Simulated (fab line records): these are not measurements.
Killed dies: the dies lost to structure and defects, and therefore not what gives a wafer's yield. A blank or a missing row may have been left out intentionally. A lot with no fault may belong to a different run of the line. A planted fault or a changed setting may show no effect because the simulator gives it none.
Which tool did it? || flow n5_finfet || 10 lots with 30 wafers sampled at 5 steps, on a route of 1938 steps

## WHAT THE GAUGES SHOWED, per wafer
N5_BEOL_M9_THK_MEAS_01. Usual: for M9_ILD_THK the level is 269 nm and the standard deviation is 3.2.
{"lot": "L715", "measured": "day 9 12:13", "on": "film_metro-02", "M9_ILD_THK (nm)": "267 267 274", "flag": ""}
{"lot": "L716", "measured": "day 9 17:55", "on": "film_metro-01", "M9_ILD_THK (nm)": "268 274 273", "flag": ""}
{"lot": "L720", "measured": "day 10 14:47", "on": "film_metro-02", "M9_ILD_THK (nm)": "271 271 274", "flag": ""}
{"lot": "L721", "measured": "day 11 08:55", "on": "film_metro-02", "M9_ILD_THK (nm)": "267 271 269", "flag": ""}
{"lot": "L722", "measured": "day 11 22:52", "on": "film_metro-01", "M9_ILD_THK (nm)": "265 266 268", "flag": ""}
{"lot": "L725", "measured": "day 11 23:20", "on": "film_metro-01", "M9_ILD_THK (nm)": "266 265 269", "flag": ""}
{"lot": "L730", "measured": "day 13 11:55", "on": "film_metro-02", "M9_ILD_THK (nm)": "232 270 270", "flag": "OFF"}
{"lot": "L734", "measured": "day 14 07:49", "on": "film_metro-02", "M9_ILD_THK (nm)": "268 268 272", "flag": ""}
{"lot": "L736", "measured": "day 14 17:47", "on": "film_metro-01", "M9_ILD_THK (nm)": "268 271 274", "flag": ""}
{"lot": "L735", "measured": "day 14 19:47", "on": "film_metro-02", "M9_ILD_THK (nm)": "268 267 269", "flag": ""}

N5_BEOL_M9_CD_MEAS_11: the cd target is 64.1 nm. Usual: cd_nm 64.2 nm, standard deviation 0.39.
{"lot": "L715", "measured": "day 9 13:39", "on": "cd_sem-01", "cd_nm (nm)": "64.5 64.7 64.9", "flag": ""}
{"lot": "L716", "measured": "day 9 19:53", "on": "cd_sem-01", "cd_nm (nm)": "63.9 64.3 64.8", "flag": ""}
{"lot": "L720", "measured": "day 10 15:23", "on": "cd_sem-03", "cd_nm (nm)": "64.7 64.4 64.5", "flag": ""}
{"lot": "L721", "measured": "day 11 09:25", "on": "cd_sem-03", "cd_nm (nm)": "64.0 63.9 64.1", "flag": ""}
{"lot": "L722", "measured": "day 11 23:48", "on": "cd_sem-03", "cd_nm (nm)": "63.9 63.9 64.0", "flag": ""}
{"lot": "L725", "measured": "day 12 00:20", "on": "cd_sem-02", "cd_nm (nm)": "63.6 63.4 63.6", "flag": ""}
{"lot": "L730", "measured": "day 13 14:14", "on": "cd_sem-01", "cd_nm (nm)": "63.9 64.4 64.3", "flag": ""}
{"lot": "L734", "measured": "day 14 10:41", "on": "cd_sem-02", "cd_nm (nm)": "64.1 64.2 63.4", "flag": ""}
{"lot": "L736", "measured": "day 14 18:58", "on": "cd_sem-03", "cd_nm (nm)": "64.1 64.0 64.6", "flag": ""}
{"lot": "L735", "measured": "day 14 22:15", "on": "cd_sem-01", "cd_nm (nm)": "64.0 64.2 63.6", "flag": ""}

## EACH LOT AND THE TOOL THAT RAN IT (in order: tool; ch and the chambers of the sampled wafers; start)
{"lot": "L715", "N5_BEOL_M8_ETCH_65": "rie_diel-06 ch 0,1,2, day 9 08:23", "N5_BEOL_M8_ALD_77": "ald_metal-04 ch 0,2,3, day 9 09:25", "N5_BEOL_M9_ILD_DEP_00": "pecvd-03 ch 1,2, day 9 11:38"}
{"lot": "L716", "N5_BEOL_M8_ETCH_65": "rie_diel-02 ch 0,3, day 9 13:53", "N5_BEOL_M8_ALD_77": "ald_metal-04 ch 0,1, day 9 15:44", "N5_BEOL_M9_ILD_DEP_00": "pecvd-03 ch 1,2, day 9 17:20"}
{"lot": "L720", "N5_BEOL_M8_ETCH_65": "rie_diel-02 ch 0,1,2, day 10 09:47", "N5_BEOL_M8_ALD_77": "ald_metal-02 ch 1,3, day 10 11:19", "N5_BEOL_M9_ILD_DEP_00": "pecvd-01 ch 0, day 10 14:10"}
{"lot": "L721", "N5_BEOL_M8_ETCH_65": "rie_diel-02 ch 1,2, day 11 05:20", "N5_BEOL_M8_ALD_77": "ald_metal-02 ch 0,1, day 11 06:37", "N5_BEOL_M9_ILD_DEP_00": "pecvd-01 ch 0,2, day 11 08:19"}
{"lot": "L722", "N5_BEOL_M8_ETCH_65": "rie_diel-02 ch 0,2,3, day 11 17:37", "N5_BEOL_M8_ALD_77": "ald_metal-03 ch 0,2,3, day 11 20:41", "N5_BEOL_M9_ILD_DEP_00": "pecvd-01 ch 0,1, day 11 22:16"}
{"lot": "L725", "N5_BEOL_M8_ETCH_65": "rie_diel-05 ch 1,2, day 11 17:43", "N5_BEOL_M8_ALD_77": "ald_metal-03 ch 1,2,3, day 11 20:56", "N5_BEOL_M9_ILD_DEP_00": "pecvd-03 ch 1,2, day 11 22:29"}
{"lot": "L730", "N5_BEOL_M8_ETCH_65": "rie_diel-06 ch 0,2, day 13 06:46", "N5_BEOL_M8_ALD_77": "ald_metal-03 ch 1,3, day 13 07:59", "N5_BEOL_M9_ILD_DEP_00": "pecvd-01 ch 0,2, day 13 11:20"}
{"lot": "L734", "N5_BEOL_M8_ETCH_65": "rie_diel-05 ch 2,3, day 14 02:47", "N5_BEOL_M8_ALD_77": "ald_metal-04 ch 0,1,2, day 14 04:07", "N5_BEOL_M9_ILD_DEP_00": "pecvd-02 ch 0,2, day 14 07:13"}
{"lot": "L736", "N5_BEOL_M8_ETCH_65": "rie_diel-06 ch 1,2,3, day 14 14:30", "N5_BEOL_M8_ALD_77": "ald_metal-03 ch 1,2,3, day 14 15:31", "N5_BEOL_M9_ILD_DEP_00": "pecvd-02 ch 0,1, day 14 17:06"}
{"lot": "L735", "N5_BEOL_M8_ETCH_65": "rie_diel-06 ch 1,2, day 14 16:13", "N5_BEOL_M8_ALD_77": "ald_metal-03 ch 0,2,3, day 14 17:23", "N5_BEOL_M9_ILD_DEP_00": "pecvd-03 ch 0,2, day 14 19:11"}
- N5_BEOL_M8_ETCH_65: etches SiARC in CF4, target depth 15.6 nm, time 26 s.
- N5_BEOL_M8_ALD_77: deposits TaN, target thk 2 nm, pulse time 2 s, purge time 3 s.
- N5_BEOL_M9_ILD_DEP_00: deposits SiCOH lowk from DEMS/porogen, target thk 308.51 nm, time 58 s.

## AS READ BY THE TOOLS THEMSELVES (means over the sampled wafers that have a number; for cases with no such wafer, the mark the record gives instead)
N5_BEOL_M8_ETCH_65. Usual: drypump_motor_current_A 5.9 A, standard deviation 0.37; etch_rf_on_time_s 26.1 s, standard deviation 0.39; oes_product_au 0.67 a.u., standard deviation 0.076; rf_vpp_V 183.6 V, standard deviation 1.1; showerhead_plenum_p_Torr 2.10 Torr, standard deviation 0.059; throttle_valve_pct 15.70 %, standard deviation 0.29.
{"lot": "L715", "tool": "rie_diel-06", "drypump_motor_current_A (A)": 5.9, "etch_rf_on_time_s (s)": 25.9, "oes_product_au (a.u.)": 0.73, "rf_vpp_V (V)": 183.7, "showerhead_plenum_p_Torr (Torr)": 2.11, "throttle_valve_pct (%)": 15.50, "flag": ""}
{"lot": "L716", "tool": "rie_diel-02", "drypump_motor_current_A (A)": 6.0, "etch_rf_on_time_s (s)": 26.5, "oes_product_au (a.u.)": 0.60, "rf_vpp_V (V)": 182.5, "showerhead_plenum_p_Torr (Torr)": 2.04, "throttle_valve_pct (%)": 15.91, "flag": ""}
{"lot": "L720", "tool": "rie_diel-02", "drypump_motor_current_A (A)": 5.7, "etch_rf_on_time_s (s)": 26.5, "oes_product_au (a.u.)": 0.61, "rf_vpp_V (V)": 182.7, "showerhead_plenum_p_Torr (Torr)": 2.09, "throttle_valve_pct (%)": 15.85, "flag": ""}
{"lot": "L721", "tool": "rie_diel-02", "drypump_motor_current_A (A)": 5.4, "etch_rf_on_time_s (s)": 26.5, "oes_product_au (a.u.)": 0.61, "rf_vpp_V (V)": 184.3, "showerhead_plenum_p_Torr (Torr)": 2.10, "throttle_valve_pct (%)": 15.81, "flag": ""}
{"lot": "L722", "tool": "rie_diel-02", "drypump_motor_current_A (A)": 6.0, "etch_rf_on_time_s (s)": 26.5, "oes_product_au (a.u.)": 0.60, "rf_vpp_V (V)": 183.5, "showerhead_plenum_p_Torr (Torr)": 2.09, "throttle_valve_pct (%)": 16.05, "flag": ""}
{"lot": "L725", "tool": "rie_diel-05", "drypump_motor_current_A (A)": 5.5, "etch_rf_on_time_s (s)": 25.8, "oes_product_au (a.u.)": 0.76, "rf_vpp_V (V)": 183.4, "showerhead_plenum_p_Torr (Torr)": 2.12, "throttle_valve_pct (%)": 15.44, "flag": ""}
{"lot": "L730", "tool": "rie_diel-06", "drypump_motor_current_A (A)": 5.8, "etch_rf_on_time_s (s)": 25.9, "oes_product_au (a.u.)": 0.74, "rf_vpp_V (V)": 184.0, "showerhead_plenum_p_Torr (Torr)": 2.09, "throttle_valve_pct (%)": 15.44, "flag": ""}
{"lot": "L734", "tool": "rie_diel-05", "drypump_motor_current_A (A)": 6.0, "etch_rf_on_time_s (s)": 25.4, "oes_product_au (a.u.)": 0.78, "rf_vpp_V (V)": 183.7, "showerhead_plenum_p_Torr (Torr)": 2.13, "throttle_valve_pct (%)": 15.45, "flag": ""}
{"lot": "L736", "tool": "rie_diel-06", "drypump_motor_current_A (A)": 6.0, "etch_rf_on_time_s (s)": 26.3, "oes_product_au (a.u.)": 0.65, "rf_vpp_V (V)": 183.5, "showerhead_plenum_p_Torr (Torr)": 2.09, "throttle_valve_pct (%)": 15.66, "flag": ""}
{"lot": "L735", "tool": "rie_diel-06", "drypump_motor_current_A (A)": 5.9, "etch_rf_on_time_s (s)": 25.6, "oes_product_au (a.u.)": 0.69, "rf_vpp_V (V)": 183.1, "showerhead_plenum_p_Torr (Torr)": 2.10, "throttle_valve_pct (%)": 15.48, "flag": ""}

N5_BEOL_M8_ALD_77. Usual: heater_power_w 437 W, standard deviation 34.
{"lot": "L715", "tool": "ald_metal-04", "heater_power_w (W)": 412, "flag": ""}
{"lot": "L716", "tool": "ald_metal-04", "heater_power_w (W)": 459, "flag": ""}
{"lot": "L720", "tool": "ald_metal-02", "heater_power_w (W)": 421, "flag": ""}
{"lot": "L721", "tool": "ald_metal-02", "heater_power_w (W)": 429, "flag": ""}
{"lot": "L722", "tool": "ald_metal-03", "heater_power_w (W)": 425, "flag": ""}
{"lot": "L725", "tool": "ald_metal-03", "heater_power_w (W)": 439, "flag": ""}
{"lot": "L730", "tool": "ald_metal-03", "heater_power_w (W)": 445, "flag": ""}
{"lot": "L734", "tool": "ald_metal-04", "heater_power_w (W)": 449, "flag": ""}
{"lot": "L736", "tool": "ald_metal-03", "heater_power_w (W)": 436, "flag": ""}
{"lot": "L735", "tool": "ald_metal-03", "heater_power_w (W)": 420, "flag": ""}

N5_BEOL_M9_ILD_DEP_00. Usual: heater_power_w 324 W, standard deviation 47; showerhead_plenum_p_Torr 5.739 Torr, standard deviation 0.014; throttle_valve_pct 14.1 %, standard deviation 0.65.
{"lot": "L715", "tool": "pecvd-03", "heater_power_w (W)": 346, "showerhead_plenum_p_Torr (Torr)": 5.737, "throttle_valve_pct (%)": 13.7, "flag": ""}
{"lot": "L716", "tool": "pecvd-03", "heater_power_w (W)": 352, "showerhead_plenum_p_Torr (Torr)": 5.738, "throttle_valve_pct (%)": 13.8, "flag": ""}
{"lot": "L720", "tool": "pecvd-01", "heater_power_w (W)": 326, "showerhead_plenum_p_Torr (Torr)": 5.733, "throttle_valve_pct (%)": 15.3, "flag": ""}
{"lot": "L721", "tool": "pecvd-01", "heater_power_w (W)": 308, "showerhead_plenum_p_Torr (Torr)": 5.738, "throttle_valve_pct (%)": 14.7, "flag": ""}
{"lot": "L722", "tool": "pecvd-01", "heater_power_w (W)": 340, "showerhead_plenum_p_Torr (Torr)": 5.739, "throttle_valve_pct (%)": 15.0, "flag": ""}
{"lot": "L725", "tool": "pecvd-03", "heater_power_w (W)": 303, "showerhead_plenum_p_Torr (Torr)": 5.753, "throttle_valve_pct (%)": 13.7, "flag": ""}
{"lot": "L730", "tool": "pecvd-01", "heater_power_w (W)": 328, "showerhead_plenum_p_Torr (Torr)": 5.738, "throttle_valve_pct (%)": 14.1, "flag": ""}
{"lot": "L734", "tool": "pecvd-02", "heater_power_w (W)": 350, "showerhead_plenum_p_Torr (Torr)": 5.751, "throttle_valve_pct (%)": 13.9, "flag": ""}
{"lot": "L736", "tool": "pecvd-02", "heater_power_w (W)": 281, "showerhead_plenum_p_Torr (Torr)": 5.724, "throttle_valve_pct (%)": 13.5, "flag": ""}
{"lot": "L735", "tool": "pecvd-03", "heater_power_w (W)": 374, "showerhead_plenum_p_Torr (Torr)": 5.730, "throttle_valve_pct (%)": 14.1, "flag": ""}

## THE ANSWER, worked out from the rows above alone
Rule: a lot is off if the mean of its wafers that have a number lies more than 3 standard deviations from the usual mean. Also off: a lot with no number at a reading for which 4 or more lots have one. The other lots that the step has rows for count as sound. After the gauges, taken in route order, come the tools' own readings; for these a lot's mean is taken, as printed above. At the first step where some lot is off, the reading lying furthest off is the one used; lots without a number count as furthest.
Off: at N5_BEOL_M9_THK_MEAS_01 (M9_ILD_THK), L730.
A tool fits if, at a process step before that reading, it ran every lot that is off, and no sound lot after the first of them. Gauges at N5_BEOL_M9_THK_MEAS_01: tried the same way as those tools. One candidate fits, namely pecvd-01 at N5_BEOL_M9_ILD_DEP_00. A fault onset in the window from L722 (day 11 22:16, its last sound lot) to L730 (day 13 11:20, its first lot off) fits.

## WHAT THE SIMULATOR HAD INSERTED
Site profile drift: pecvd-01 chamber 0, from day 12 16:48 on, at N5_BEOL_M9_ILD_DEP_00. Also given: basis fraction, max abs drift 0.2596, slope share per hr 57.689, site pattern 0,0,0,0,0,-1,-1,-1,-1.
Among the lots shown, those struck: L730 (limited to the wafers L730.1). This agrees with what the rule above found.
